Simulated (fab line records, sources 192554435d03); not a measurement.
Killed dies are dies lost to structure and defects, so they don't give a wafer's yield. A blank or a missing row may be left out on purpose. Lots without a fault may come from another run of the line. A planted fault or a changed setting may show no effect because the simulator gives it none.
Which tool did it? | flow n5_finfet | 21 lots, 63 wafers sampled, at 6 steps of a route of 1938

WHAT THE GAUGES READ, wafer by wafer
The record holds no reading of a measuring or inspecting step that can be judged against a usual standard deviation.

WHICH TOOL RAN EACH LOT (tool, then ch and the chambers of the sampled wafers, then the start)
lot  | N5_BEOL_M2_SPUTTER_94        | N5_BEOL_M2_DEP_57               | N5_BEOL_M3_ILD_DEP_00           | N5_BEOL_M3_STRIP_19                | N5_BEOL_M3_ETCH_77                 | N5_BEOL_M3_STRIP_36
L074 | pvd_sputter-03, day 7 04:01  | pecvd-01 ch 0,1,2, day 7 05:13  | pecvd-03 ch 0,1, day 7 05:21    | rie_diel-06 ch 0,1,2, day 7 06:46  | rie_diel-06 ch 0,1, day 7 07:19    | rie_diel-01 ch 0,2, day 7 12:31
L075 | pvd_sputter-02, day 7 04:21  | pecvd-04 ch 0,1, day 7 05:34    | pecvd-02 ch 0,1,2, day 7 05:42  | rie_diel-01 ch 0,1,2, day 7 06:55  | rie_diel-01 ch 0,1,2, day 7 07:35  | rie_diel-01 ch 1,2, day 7 16:25
L078 | pvd_sputter-02, day 9 17:17  | pecvd-04 ch 0,1, day 9 18:29    | pecvd-03 ch 0,1,2, day 9 18:37  | rie_diel-06 ch 1,2,3, day 9 20:08  | rie_diel-06 ch 0,2,3, day 9 21:10  | rie_diel-06 ch 1,2, day 10 00:08
L083 | pvd_sputter-02, day 9 20:46  | pecvd-01 ch 0,1, day 9 21:58    | pecvd-01 ch 0,1,2, day 9 22:05  | rie_diel-06 ch 0,1,2, day 10 01:17 | rie_diel-05 ch 0,1, day 10 02:06   | rie_diel-06 ch 0,1,3, day 10 11:11
L076 | pvd_sputter-03, day 9 20:52  | pecvd-01 ch 0,1, day 9 22:13    | pecvd-01 ch 0,1,2, day 9 22:20  | rie_diel-06 ch 2,3, day 10 01:14   | rie_diel-05 ch 0,1, day 10 01:54   | rie_diel-06 ch 0,1, day 10 07:37
L080 | pvd_sputter-01, day 9 21:13  | pecvd-04 ch 0,2, day 9 22:26    | pecvd-01 ch 0,1,2, day 9 22:34  | rie_diel-06 ch 1,2,3, day 10 01:19 | rie_diel-05 ch 1,2,3, day 10 02:13 | rie_diel-05 ch 0,1,2, day 10 15:40
L079 | pvd_sputter-02, day 9 23:38  | pecvd-03 ch 0,1,2, day 10 00:51 | pecvd-02 ch 0,1, day 10 00:59   | rie_diel-05 ch 1,2,3, day 10 02:02 | rie_diel-05 ch 0,2,3, day 10 02:42 | rie_diel-05 ch 1,2,3, day 10 16:04
L081 | pvd_sputter-03, day 9 23:55  | pecvd-04 ch 0,1, day 10 01:09   | pecvd-02 ch 0,1, day 10 01:17   | rie_diel-06 ch 0,1,2, day 10 04:26 | rie_diel-06 ch 0,2,3, day 10 05:17 | rie_diel-05 ch 0,1,2, day 10 14:58
L082 | pvd_sputter-01, day 10 07:11 | pecvd-03 ch 0,1,2, day 10 08:23 | pecvd-01 ch 0,1, day 10 08:31   | rie_diel-06 ch 0,1,3, day 10 10:08 | rie_diel-01 ch 2,3, day 10 10:55   | rie_diel-01 ch 2,3, day 11 01:10
L084 | pvd_sputter-01, day 10 09:16 | pecvd-01 ch 0,1,2, day 10 10:28 | pecvd-01 ch 0,2, day 10 10:36   | rie_diel-01 ch 0,3, day 10 12:23   | rie_diel-01 ch 0,2, day 10 12:56   | rie_diel-01 ch 0,2, day 11 04:32
L085 | pvd_sputter-03, day 10 11:06 | pecvd-04 ch 1,2, day 10 12:20   | pecvd-03 ch 0,1, day 10 12:28   | rie_diel-01 ch 0,2, day 10 15:55   | rie_diel-05 ch 0,2,3, day 10 16:31 | rie_diel-05 ch 0,1,3, day 11 07:45
L088 | pvd_sputter-02, day 10 13:46 | pecvd-04 ch 0,1,2, day 10 14:58 | pecvd-03 ch 1,2, day 10 15:07   | rie_diel-01 ch 0,2, day 10 16:56   | rie_diel-01 ch 2,3, day 10 17:31   | rie_diel-05 ch 0,1, day 11 12:33
L087 | pvd_sputter-02, day 10 18:42 | pecvd-03 ch 0,1,2, day 10 20:22 | pecvd-03 ch 0,1,2, day 10 20:29 | rie_diel-06 ch 2,3, day 10 23:26   | rie_diel-05 ch 2,3, day 11 00:06   | rie_diel-05 ch 0,1,3, day 11 22:44
L089 | pvd_sputter-02, day 11 04:19 | pecvd-01 ch 0,1,2, day 11 05:32 | pecvd-03 ch 0,1, day 11 05:40   | rie_diel-05 ch 0,1, day 11 08:50   | rie_diel-05 ch 1,3, day 11 09:31   | rie_diel-05 ch 0,1, day 12 16:28
L090 | pvd_sputter-01, day 11 15:08 | pecvd-04 ch 1,2, day 11 16:47   | pecvd-02 ch 0,1,2, day 11 16:55 | rie_diel-05 ch 0,1,3, day 11 19:20 | rie_diel-06 ch 0,1,2, day 11 19:53 | rie_diel-01 ch 1,2,3, day 13 09:43
L091 | pvd_sputter-03, day 12 01:44 | pecvd-03 ch 0,2, day 12 02:56   | pecvd-01 ch 1,2, day 12 03:04   | rie_diel-01 ch 0,3, day 12 05:02   | rie_diel-01 ch 0,1,3, day 12 05:42 | rie_diel-01 ch 0,1, day 12 11:38
L092 | pvd_sputter-03, day 12 07:22 | pecvd-04 ch 0,1, day 12 08:41   | pecvd-03 ch 1,2, day 12 08:50   | rie_diel-05 ch 0,1,3, day 12 12:10 | rie_diel-01 ch 0,3, day 12 12:50   | rie_diel-01 ch 1,3, day 13 11:59
L093 | pvd_sputter-02, day 12 14:03 | pecvd-04 ch 0,1, day 12 15:15   | pecvd-01 ch 0,1, day 12 15:23   | rie_diel-06 ch 0,2,3, day 12 17:43 | rie_diel-01 ch 0,1, day 12 18:25   | rie_diel-01 ch 0,2,3, day 13 06:23
L094 | pvd_sputter-02, day 12 16:05 | pecvd-04 ch 0,1,2, day 12 17:19 | pecvd-03 ch 1,2, day 12 17:26   | rie_diel-05 ch 0,1,2, day 12 18:29 | rie_diel-05 ch 0,1,3, day 12 19:02 | rie_diel-06 ch 0,1,3, day 13 12:04
L096 | pvd_sputter-03, day 13 05:07 | pecvd-03 ch 0,1,2, day 13 06:19 | pecvd-01 ch 0,1, day 13 06:26   | rie_diel-05 ch 0,3, day 13 07:53   | rie_diel-01 ch 1,2,3, day 13 08:33 | rie_diel-01 ch 0,1, day 13 20:29
L097 | pvd_sputter-01, day 13 11:12 | pecvd-01 ch 0,1, day 13 12:38   | pecvd-02 ch 0,1,2, day 13 12:46 | rie_diel-06 ch 0,1,2, day 13 13:48 | rie_diel-05 ch 1,2, day 13 14:29   | rie_diel-06 ch 1,2,3, day 13 20:35
- N5_BEOL_M2_SPUTTER_94: material Cu, target thk 4.5 nm, time 8.29 s.
- N5_BEOL_M2_DEP_57: deposits SiCN from 3MS/NH3, target thk 8 nm, time 14 s.
- N5_BEOL_M3_ILD_DEP_00: deposits SiOC from DEMS/O2, target thk 79 nm, time 15.3 s.
- N5_BEOL_M3_STRIP_19: strips in O2.
- N5_BEOL_M3_ETCH_77: etches underlayer in N2/H2, target depth 6.5 nm, time 5.2 s.
- N5_BEOL_M3_STRIP_36: strips in N2/H2.

WHAT THE TOOLS THEMSELVES READ (means of the sampled wafers that have a number; where no wafer has one, the mark that the record gives instead)
N5_BEOL_M2_SPUTTER_94. Usual: substrate_temp_c -20.00 C, standard deviation 0.11; susceptor_temp_C -20.00 C, standard deviation 0.098; throttle_valve_pct 30.0 %, standard deviation 1.4.
lot  | tool           | substrate_temp_c (C) | susceptor_temp_C (C) | throttle_valve_pct (%) | flag
L074 | pvd_sputter-03 | -19.96               | -19.89               | 28.5                   |
L075 | pvd_sputter-02 | -20.10               | -20.05               | 31.0                   |
L078 | pvd_sputter-02 | -19.94               | -20.04               | 31.3                   |
L083 | pvd_sputter-02 | -19.95               | -20.06               | 30.5                   |
L076 | pvd_sputter-03 | -20.02               | -20.04               | 28.6                   |
L080 | pvd_sputter-01 | -20.03               | -20.01               | 30.7                   |
L079 | pvd_sputter-02 | -19.95               | -19.95               | 30.1                   |
L081 | pvd_sputter-03 | -20.03               | -19.99               | 28.8                   |
L082 | pvd_sputter-01 | -19.98               | -19.99               | 30.7                   |
L084 | pvd_sputter-01 | -19.99               | -20.06               | 31.3                   |
L085 | pvd_sputter-03 | -20.10               | -19.96               | 29.0                   |
L088 | pvd_sputter-02 | -20.04               | -19.98               | 30.0                   |
L087 | pvd_sputter-02 | -19.96               | -19.98               | 29.5                   |
L089 | pvd_sputter-02 | -20.13               | -20.00               | 30.0                   |
L090 | pvd_sputter-01 | -19.89               | -20.04               | 30.8                   |
L091 | pvd_sputter-03 | -19.89               | -19.92               | 28.5                   |
L092 | pvd_sputter-03 | -20.06               | -20.04               | 29.4                   |
L093 | pvd_sputter-02 | -20.03               | -19.94               | 30.6                   |
L094 | pvd_sputter-02 | -19.91               | -19.98               | 30.2                   |
L096 | pvd_sputter-03 | -19.93               | -20.06               | 29.3                   |
L097 | pvd_sputter-01 | -19.96               | -20.03               | 32.3                   |

N5_BEOL_M2_DEP_57. Usual: showerhead_plenum_p_Torr 3.665 Torr, standard deviation 0.015; throttle_valve_pct 9.2 %, standard deviation 0.57.
lot  | tool     | showerhead_plenum_p_Torr (Torr) | throttle_valve_pct (%) | flag
L074 | pecvd-01 | 3.665                           | 9.3                    |
L075 | pecvd-04 | 3.657                           | 9.1                    |
L078 | pecvd-04 | 3.655                           | 9.2                    |
L083 | pecvd-01 | 3.678                           | 9.7                    |
L076 | pecvd-01 | 3.674                           | 9.8                    |
L080 | pecvd-04 | 3.645                           | 8.7                    |
L079 | pecvd-03 | 3.669                           | 9.0                    |
L081 | pecvd-04 | 3.658                           | 9.2                    |
L082 | pecvd-03 | 3.674                           | 9.1                    |
L084 | pecvd-01 | 3.662                           | 9.3                    |
L085 | pecvd-04 | 3.658                           | 8.9                    |
L088 | pecvd-04 | 3.656                           | 9.0                    |
L087 | pecvd-03 | 3.674                           | 9.2                    |
L089 | pecvd-01 | 3.672                           | 9.4                    |
L090 | pecvd-04 | 3.657                           | 8.8                    |
L091 | pecvd-03 | 3.676                           | 8.9                    |
L092 | pecvd-04 | 3.668                           | 9.7                    |
L093 | pecvd-04 | 3.654                           | 9.3                    |
L094 | pecvd-04 | 3.659                           | 9.2                    |
L096 | pecvd-03 | 3.672                           | 9.0                    |
L097 | pecvd-01 | 3.668                           | 9.9                    |

N5_BEOL_M3_ILD_DEP_00. Usual: heater_power_outer_w 277 W, standard deviation 67; heater_power_w 507 W, standard deviation 97; showerhead_plenum_p_Torr 5.702 Torr, standard deviation 0.011; susceptor_temp_C 349.99 C, standard deviation 0.22; throttle_valve_pct 12.2 %, standard deviation 0.54.
lot  | tool     | heater_power_outer_w (W) | heater_power_w (W) | showerhead_plenum_p_Torr (Torr) | susceptor_temp_C (C) | throttle_valve_pct (%) | flag
L074 | pecvd-03 | 213                      | 411                | 5.713                           | 350.10               | 11.9                   |
L075 | pecvd-02 | 272                      | 488                | 5.701                           | 349.71               | 12.4                   |
L078 | pecvd-03 | 226                      | 440                | 5.707                           | 349.97               | 11.9                   |
L083 | pecvd-01 | 332                      | 591                | 5.694                           | 349.72               | 12.5                   |
L076 | pecvd-01 | 335                      | 580                | 5.705                           | 350.13               | 12.4                   |
L080 | pecvd-01 | 340                      | 603                | 5.699                           | 349.91               | 12.5                   |
L079 | pecvd-02 | 262                      | 450                | 5.699                           | 349.87               | 12.2                   |
L081 | pecvd-02 | 248                      | 449                | 5.702                           | 349.88               | 12.1                   |
L082 | pecvd-01 | 314                      | 579                | 5.695                           | 349.99               | 12.7                   |
L084 | pecvd-01 | 320                      | 570                | 5.706                           | 350.11               | 12.0                   |
L085 | pecvd-03 | 232                      | 432                | 5.693                           | 350.19               | 12.0                   |
L088 | pecvd-03 | 237                      | 449                | 5.702                           | 349.98               | 12.0                   |
L087 | pecvd-03 | 228                      | 443                | 5.707                           | 349.98               | 11.9                   |
L089 | pecvd-03 | 236                      | 442                | 5.709                           | 349.77               | 12.0                   |
L090 | pecvd-02 | 270                      | 484                | 5.705                           | 349.98               | 12.0                   |
L091 | pecvd-01 | 366                      | 626                | 5.701                           | 350.07               | 12.1                   |
L092 | pecvd-03 | 226                      | 442                | 5.711                           | 350.11               | 11.9                   |
L093 | pecvd-01 | 328                      | 577                | 5.710                           | 350.09               | 12.9                   |
L094 | pecvd-03 | 245                      | 461                | 5.693                           | 350.24               | 11.9                   |
L096 | pecvd-01 | 346                      | 622                | 5.701                           | 349.93               | 13.0                   |
L097 | pecvd-02 | 275                      | 503                | 5.695                           | 349.88               | 12.1                   |

N5_BEOL_M3_STRIP_19. Usual: drypump_motor_current_A 5.8 A, standard deviation 0.3; oes_product_au 0.77 a.u., standard deviation 0.066; rf_vpp_V 3.7 V, standard deviation 0.53; showerhead_plenum_p_Torr 2.08 Torr, standard deviation 0.072; throttle_valve_pct 16.63 %, standard deviation 0.26.
lot  | tool        | drypump_motor_current_A (A) | oes_product_au (a.u.) | rf_vpp_V (V) | showerhead_plenum_p_Torr (Torr) | throttle_valve_pct (%) | flag
L074 | rie_diel-06 | 6.1                         | 0.76                  | 3.5          | 2.06                            | 16.60                  |
L075 | rie_diel-01 | 5.8                         | 0.80                  | 3.4          | 2.11                            | 16.53                  |
L078 | rie_diel-06 | 5.9                         | 0.77                  | 3.8          | 2.06                            | 16.60                  |
L083 | rie_diel-06 | 6.0                         | 0.73                  | 3.9          | 2.06                            | 16.64                  |
L076 | rie_diel-06 | 5.6                         | 0.81                  | 4.0          | 2.13                            | 16.63                  |
L080 | rie_diel-06 | 5.9                         | 0.77                  | 3.5          | 2.06                            | 16.60                  |
L079 | rie_diel-05 | 5.5                         | 0.73                  | 4.0          | 2.04                            | 16.83                  |
L081 | rie_diel-06 | 6.1                         | 0.74                  | 3.5          | 2.05                            | 16.64                  |
L082 | rie_diel-06 | 5.9                         | 0.76                  | 3.4          | 2.10                            | 16.53                  |
L084 | rie_diel-01 | 5.8                         | 0.88                  | 3.3          | 2.09                            | 16.18                  |
L085 | rie_diel-01 | 5.7                         | 0.77                  | 3.7          | 2.08                            | 16.52                  |
L088 | rie_diel-01 | 5.7                         | 0.77                  | 3.3          | 2.08                            | 16.52                  |
L087 | rie_diel-06 | 5.8                         | 0.78                  | 3.4          | 2.09                            | 16.77                  |
L089 | rie_diel-05 | 5.4                         | 0.70                  | 4.1          | 2.03                            | 16.98                  |
L090 | rie_diel-05 | 5.6                         | 0.73                  | 3.6          | 2.03                            | 16.73                  |
L091 | rie_diel-01 | 5.7                         | 0.83                  | 3.8          | 2.06                            | 16.27                  |
L092 | rie_diel-05 | 5.6                         | 0.74                  | 4.2          | 2.03                            | 16.72                  |
L093 | rie_diel-06 | 5.8                         | 0.76                  | 3.0          | 2.12                            | 16.68                  |
L094 | rie_diel-05 | 5.5                         | 0.80                  | 3.7          | 2.05                            | 16.89                  |
L096 | rie_diel-05 | 5.8                         | 0.77                  | 3.8          | 2.03                            | 16.48                  |
L097 | rie_diel-06 | 6.0                         | 0.73                  | 3.6          | 2.05                            | 16.68                  |

N5_BEOL_M3_ETCH_77. Usual: drypump_motor_current_A 5.74 A, standard deviation 0.27; etch_rf_on_time_s 5.22 s, standard deviation 0.19; oes_product_au 0.66 a.u., standard deviation 0.069; rf_vpp_V 523.5 V, standard deviation 2.8; showerhead_plenum_p_Torr 2.52 Torr, standard deviation 0.084; throttle_valve_pct 17.8 %, standard deviation 0.32.
lot  | tool        | drypump_motor_current_A (A) | etch_rf_on_time_s (s) | oes_product_au (a.u.) | rf_vpp_V (V) | showerhead_plenum_p_Torr (Torr) | throttle_valve_pct (%) | flag
L074 | rie_diel-06 | 6.02                        | 5.12                  | 0.65                  | 525.1        | 2.57                            | 17.8                   |
L075 | rie_diel-01 | 5.82                        | 5.19                  | 0.69                  | 525.2        | 2.57                            | 17.8                   |
L078 | rie_diel-06 | 5.78                        | 5.33                  | 0.65                  | 525.1        | 2.60                            | 18.0                   |
L083 | rie_diel-05 | 5.39                        | 5.36                  | 0.61                  | 522.1        | 2.44                            | 17.9                   |
L076 | rie_diel-05 | 5.59                        | 5.44                  | 0.60                  | 521.4        | 2.47                            | 17.9                   |
L080 | rie_diel-05 | 5.52                        | 5.29                  | 0.64                  | 520.5        | 2.46                            | 17.9                   |
L079 | rie_diel-05 | 5.72                        | 5.28                  | 0.63                  | 522.6        | 2.49                            | 17.8                   |
L081 | rie_diel-06 | 5.79                        | 5.37                  | 0.65                  | 526.4        | 2.60                            | 18.0                   |
L082 | rie_diel-01 | 5.80                        | 5.05                  | 0.73                  | 527.5        | 2.59                            | 17.5                   |
L084 | rie_diel-01 | 5.66                        | 5.13                  | 0.67                  | 523.1        | 2.52                            | 17.7                   |
L085 | rie_diel-05 | 5.74                        | 5.35                  | 0.63                  | 522.1        | 2.49                            | 17.9                   |
L088 | rie_diel-01 | 5.74                        | 5.14                  | 0.67                  | 525.6        | 2.61                            | 17.9                   |
L087 | rie_diel-05 | 5.70                        | 5.44                  | 0.61                  | 523.6        | 2.49                            | 18.0                   |
L089 | rie_diel-05 | 5.57                        | 5.05                  | 0.67                  | 520.7        | 2.44                            | 17.7                   |
L090 | rie_diel-06 | 6.05                        | 5.27                  | 0.62                  | 523.3        | 2.50                            | 18.0                   |
L091 | rie_diel-01 | 5.88                        | 5.13                  | 0.72                  | 523.5        | 2.53                            | 17.6                   |
L092 | rie_diel-01 | 5.72                        | 5.12                  | 0.71                  | 523.5        | 2.49                            | 17.4                   |
L093 | rie_diel-01 | 5.97                        | 5.17                  | 0.69                  | 524.0        | 2.54                            | 17.8                   |
L094 | rie_diel-05 | 5.57                        | 5.21                  | 0.63                  | 522.0        | 2.45                            | 17.8                   |
L096 | rie_diel-01 | 5.88                        | 5.04                  | 0.68                  | 526.0        | 2.59                            | 17.8                   |
L097 | rie_diel-05 | 5.33                        | 5.29                  | 0.67                  | 520.3        | 2.43                            | 17.9                   |

N5_BEOL_M3_STRIP_36. Usual: drypump_motor_current_A 5.77 A, standard deviation 0.27; oes_product_au 0.77 a.u., standard deviation 0.07; rf_vpp_V 59.2 V, standard deviation 1.4; showerhead_plenum_p_Torr 2.52 Torr, standard deviation 0.086; throttle_valve_pct 23.6 %, standard deviation 0.36.
lot  | tool        | drypump_motor_current_A (A) | oes_product_au (a.u.) | rf_vpp_V (V) | showerhead_plenum_p_Torr (Torr) | throttle_valve_pct (%) | flag
L074 | rie_diel-01 | 5.65                        | 0.80                  | 59.0         | 2.53                            | 23.3                   |
L075 | rie_diel-01 | 5.98                        | 0.80                  | 59.5         | 2.61                            | 23.9                   |
L078 | rie_diel-06 | 6.19                        | 0.74                  | 58.6         | 2.43                            | 23.7                   |
L083 | rie_diel-06 | 5.86                        | 0.76                  | 59.8         | 2.58                            | 23.6                   |
L076 | rie_diel-06 | 6.04                        | 0.74                  | 59.4         | 2.56                            | 23.8                   |
L080 | rie_diel-05 | 5.53                        | 0.70                  | 60.0         | 2.46                            | 23.7                   |
L079 | rie_diel-05 | 5.52                        | 0.73                  | 59.1         | 2.45                            | 23.6                   |
L081 | rie_diel-05 | 5.58                        | 0.70                  | 59.8         | 2.46                            | 23.6                   |
L082 | rie_diel-01 | 5.74                        | 0.76                  | 59.4         | 2.61                            | 23.6                   |
L084 | rie_diel-01 | 5.66                        | 0.73                  | 59.6         | 2.57                            | 23.7                   |
L085 | rie_diel-05 | 5.59                        | 0.75                  | 60.2         | 2.45                            | 23.5                   |
L088 | rie_diel-05 | 5.40                        | 0.71                  | 59.9         | 2.43                            | 23.5                   |
L087 | rie_diel-05 | 5.57                        | 0.74                  | 58.1         | 2.45                            | 23.4                   |
L089 | rie_diel-05 | 5.39                        | 0.71                  | 58.9         | 2.43                            | 23.5                   |
L090 | rie_diel-01 | 5.88                        | 0.78                  | 58.7         | 2.58                            | 23.6                   |
L091 | rie_diel-01 | 5.98                        | 0.80                  | 58.8         | 2.54                            | 23.6                   |
L092 | rie_diel-01 | 5.94                        | 0.83                  | 59.4         | 2.56                            | 23.3                   |
L093 | rie_diel-01 | 5.72                        | 0.78                  | 58.7         | 2.54                            | 23.4                   |
L094 | rie_diel-06 | 5.86                        | 0.74                  | 60.1         | 2.57                            | 23.7                   |
L096 | rie_diel-01 | 5.97                        | 0.80                  | 58.1         | 2.53                            | 23.6                   |
L097 | rie_diel-06 | 5.89                        | 0.75                  | 60.5         | 2.52                            | 23.8                   |

THE ANSWER, worked out from the rows above alone
Rule: a lot is off if the mean of its wafers that have a number lies more than 3 standard deviations from the usual mean. A lot without any number at a reading at which 4 lots or more have one is off too. The other lots that the step has rows for count as sound. The gauges are gone through in route order, then the tools' own readings, and for those a lot's mean is taken as printed above. The first step at which some lot is off is used, and at that step the reading that is off furthest; a lot without a number counts as furthest.
No lot is off at any reading shown: from this, nothing can be told.

WHAT THE SIMULATOR HAD PUT IN
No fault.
